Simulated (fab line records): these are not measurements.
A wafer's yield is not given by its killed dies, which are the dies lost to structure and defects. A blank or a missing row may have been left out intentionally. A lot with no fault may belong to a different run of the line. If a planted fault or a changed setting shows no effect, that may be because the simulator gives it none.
A single fault, viewed from 2 desks | flow n5_finfet | what lay behind the numbers comes last; until then each desk has only its own

FOR THE TOOL OWNER'S DESK: ald_sin-02
The tool's own readings at N5_FIN_SAQP_ALD_61 (deposits SiO2, target thk 4 nm, pulse time 1 s, purge time 2 s): means of the sampled wafers that have a number, for each lot that ran on this tool. Any lot whose mean is over 4 standard deviations away from the usual mean is out of limits and marked OUT; that distance is given in the brackets.
Columns: A = heater_power_w at N5_FIN_SAQP_ALD_61, usual 456 W; B = precursor_pulse_height_rel at N5_FIN_SAQP_ALD_61, usual 1.003; C = susceptor_temp_C at N5_FIN_SAQP_ALD_61, usual 299.99 C
lot  | first seen here | A   | B     | C
L267 | day 2 09:17     | 478 | 1.015 | 300.02
L277 | day 4 20:41     | 373 | 1.015 | 269.04 (-99 or more) OUT
L278 | day 5 03:14     | 376 | 1.004 | 269.04 (-99 or more) OUT
This desk's finding: out of limits on L277, L278; first on L277, day 4 20:41 (susceptor_temp_C at N5_FIN_SAQP_ALD_61). L267 stayed within limits.

FROM THE METROLOGY DESK
Means of the sampled wafers that have a number, per lot and without regard to the tool the lot ran on: this is what the gauges read. Any lot whose mean is over 4 standard deviations away from the usual mean is out of limits and marked OUT; that distance is given in the brackets. Of its 10 readings 7 are shown: those that lie furthest out on some lot.
Columns: A = DIBL_N at N5_BEOL_M4_RC_MEAS_101, usual 36.2 mV/V; B = DIBL_P at N5_BEOL_M4_RC_MEAS_101, usual 36.1 mV/V; C = IOFF_N at N5_BEOL_M4_RC_MEAS_101, usual 0.16 nA/um; D = ION_P at N5_BEOL_M4_RC_MEAS_101, usual 465 uA/um; E = SS_N at N5_BEOL_M4_RC_MEAS_101, usual 71.5 mV/dec; F = SS_P at N5_BEOL_M4_RC_MEAS_101, usual 73.2 mV/dec; G = VT_P at N5_BEOL_M4_RC_MEAS_101, usual -249 mV
lot  | first seen here | A    | B    | C    | D   | E    | F    | G
L267 | day 8 09:57     | 34.0 | 33.6 | 0.11 | 458 | 71.5 | 72.0 | -252
L278 | day 11 16:01    | 39.1 | 39.8 | 0.20 | 468 | 72.5 | 74.0 | -247
L277 | day 11 16:29    | 35.2 | 37.1 | 0.16 | 482 | 71.5 | 72.9 | -245
L283 | day 12 08:06    | 36.4 | 38.3 | 0.16 | 466 | 71.7 | 73.8 | -252
Finding of this desk: none of the 4 lots has anything out of limits.

BROUGHT TOGETHER
The tool owner's desk could have raised an alarm at day 4 20:41, on L277, L278.
At the metrology desk, nothing out of limits was observed.
The metrology desk has L277, L278 on record, within its limits.
Every lot named ran N5_FIN_SAQP_ALD_61 on ald_sin-02.

WHAT WAS PUT IN BY THE SIMULATOR
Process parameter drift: ald_sin-02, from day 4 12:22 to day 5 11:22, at N5_FIN_SAQP_ALD_61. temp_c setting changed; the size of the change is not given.
Struck lots among those shown: L277, L278.
How many hours passed from the start of the fault until each desk's first out-of-limits reading: the tool owner's desk, 8.
